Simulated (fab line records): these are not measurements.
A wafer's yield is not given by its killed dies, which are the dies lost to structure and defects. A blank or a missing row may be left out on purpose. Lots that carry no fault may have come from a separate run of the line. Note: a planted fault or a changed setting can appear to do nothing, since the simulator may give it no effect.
A struck lot beside a sound one ; flow nandHarc ; 25 out of 1159 route steps
Sound: the wafers L578.1, L578.2, L578.6. Struck: wafers L572.2, L572.5. (L572.4 of the same lot was not struck and is left out.) The cause comes at the end.
For every step that has rows: the tool of each side, followed by ch and its chambers, followed by its first start. Under that, the readings that differ: sound wafers ; struck wafers ; difference of the means ; sigmas: that difference in standard deviations of wafers without a fault.
alike: words and numbers the same on both sides, and readings whose means are apart by under 2 such deviations; not compared: readings that were withheld, readings missing a value for some wafer, numbers with overlapping values and no deviation given by the record, and bounds like >300 which may hide the same value.
A row with sigmas, a row that says differs or no value, or rows on one side alone: a step with any of these is where the two part. When numbers do not overlap yet have no deviation, they are printed without sigmas and do not part them. Lack of a reading on every wafer of one side parts them only where that side has two or more wafers.

first, 1 step without rows for these wafers: NHARC_P_M1_SRD_25.
NHARC_P_M1_INSPECT_27:
  struck on defectInspect-01, day 9 10:24; sound on defectInspect-02, day 10 16:48
  alike: rawDefectCount
NHARC_P_M1_PRE_CLEAN_32: time 12 s.
  sound on pecvd-01 ch 1,2, day 10 16:52; struck on pecvd-01 ch 1,2, day 9 10:37
  alike: heaterPowerOuterW, heaterPowerW
NHARC_P_M1_DEP_33: deposits SiCN, target thk 30 nm.
  sound on pecvd-01 ch 1,2, day 10 16:57; struck on pecvd-01 ch 1,2, day 9 10:42
  alike: heaterPowerOuterW, heaterPowerW
then, 7 steps without rows for these wafers: NHARC_P_M2_DEP_00 (deposits SiOC, target thk 182.5 nm); NHARC_P_M2_DEHYDRATE_01 (time 120 s); NHARC_P_M2_HMDS_02 (time 30 s); NHARC_P_M2_COAT_34 (time 65 s); NHARC_P_M2_COAT_03 (resist thk 90 nm); NHARC_P_M2_SOFTBAKE_04 (time 55 s); NHARC_P_M2_EBR_05.
NHARC_P_M2_EXPOSE_06: exposes mask P M2, target cd 170 nm.
  sound on arfiScanner-03 ch 0, day 10 17:56; struck on arfiScanner-02 ch 0, day 9 11:51
  alike: mask, reticleTempC
then, 2 steps without rows for these wafers: NHARC_P_M2_PEB_07 (peb time 65 s); NHARC_P_M2_DEVELOP_08 (develop time 35 s).
NHARC_P_M2_CD_MEAS_09: target cd 170 nm.
  sound on cdSem-02 ch 0, day 10 18:04; struck on cdSem-01 ch 0, day 9 11:59
reading;sound;struck;difference;sigmas
cdNm (nm);170.7 170.5 170.3;180.0 179.5;+9.2;+19
NHARC_P_M2_OVL_MEAS_10: pitch 340 nm.
  struck on overlay-02, day 9 12:04; sound on overlay-02, day 10 18:10
  alike: overlayXNm, overlayYNm
NHARC_P_M2_INSPECT_11:
  struck on defectInspect-02, day 9 12:07; sound on defectInspect-02, day 10 18:12
  alike: rawDefectCount
NHARC_P_M2_DESCUM_14: chemistry O2, time 3 s.
  sound on rieDiel-08 ch 0,3, day 10 18:22; struck on rieDiel-10 ch 0,2, day 9 12:12
reading;sound;struck;difference;sigmas
model.P_M2.cdNm (nm);170.7 170.1 170.6;180.1 178.8;+9.0;
  alike: drypumpMotorCurrentA, oesProductAu, rfVppV, showerheadPlenumPTorr, throttleValvePct
  not compared: rfHoursCounterH
NHARC_P_M2_ETCH_35: etches the open film in N2/H2, target depth 40 nm, overetch 12 nm, time 43.94 s.
  sound on rieDiel-08 ch 0,1, day 10 18:37; struck on rieDiel-10 ch 2, day 9 12:16
  alike: drypumpMotorCurrentA, oesProductAu, rfVppV, showerheadPlenumPTorr, throttleValvePct
  not compared: rfHoursCounterH
NHARC_P_M2_ETCH_15: etches the open film in C4F8/Ar, target depth 182.5 nm, time 91.2 s.
  sound on rieDiel-08 ch 1,3; struck on rieDiel-10 ch 0,1
reading;sound;struck;difference;sigmas
oesProductAu (a.u.);0.920 0.924 0.924;0.989 0.978;+0.061;+3
  alike: rfVppV
  not compared: rfHoursCounterH
NHARC_P_M2_CD_MEAS_16:
  struck on cdSem-01, day 9 12:29; sound on cdSem-01, day 10 18:59
reading;sound;struck;difference;sigmas
cdNm (nm);170.3 169.4 170.0;180.3 179.4;+10.0;+14
NHARC_P_M2_STRIP_18: strips in N2/H2.
  sound on rieDiel-10 ch 0,1,2, day 10 19:08; struck on rieDiel-10 ch 0, day 9 12:34
  alike: drypumpMotorCurrentA, oesProductAu, rfVppV, showerheadPlenumPTorr, throttleValvePct
  not compared: rfHoursCounterH
NHARC_P_M2_ETCH_28: etches the open film in CF4/N2, target depth 30 nm, time 72.99 s.
  sound on rieDiel-10 ch 0,2; struck on rieDiel-10 ch 0,1
reading;sound;struck;difference;sigmas
model.P_M2.cdNm (nm);169.9 169.5 170;180.6 179.4;+10.2;
  alike: drypumpMotorCurrentA, oesProductAu, rfVppV, showerheadPlenumPTorr, throttleValvePct
  not compared: rfHoursCounterH
then, 1 step without rows for these wafers: NHARC_P_M2_STRIP_19 (strips in post etch residue remover, time 600 s).
-- break in the record here, with 13 days between the starts of the struck wafers on either side (left off in module P_M2, picked up again in module END, where the first step shown is number 1159 on the route) --
NHARC_END_SORT_01:
  sound on prober-01 ch 0, day 24 18:42; struck on prober-01 ch 0, day 22 23:05
  alike: defectLimitedYield, killedAtArray, killedAtOther, killedAtPeriphery, killedDies, killedOpen, killedShort, sort_bin_2_pct, sort_bin_3_pct, sort_bin_4_pct, sortNPass, sortRimYieldPct, sortYieldPct

== WHERE THEY PART ==
Earliest at NHARC_P_M2_CD_MEAS_09; latest, in this record, at NHARC_P_M2_CD_MEAS_16. Later steps at which nothing parts them and some readings are alike: NHARC_P_M2_STRIP_18, NHARC_P_M2_ETCH_28, NHARC_END_SORT_01.

WHY: the cause the simulator had injected
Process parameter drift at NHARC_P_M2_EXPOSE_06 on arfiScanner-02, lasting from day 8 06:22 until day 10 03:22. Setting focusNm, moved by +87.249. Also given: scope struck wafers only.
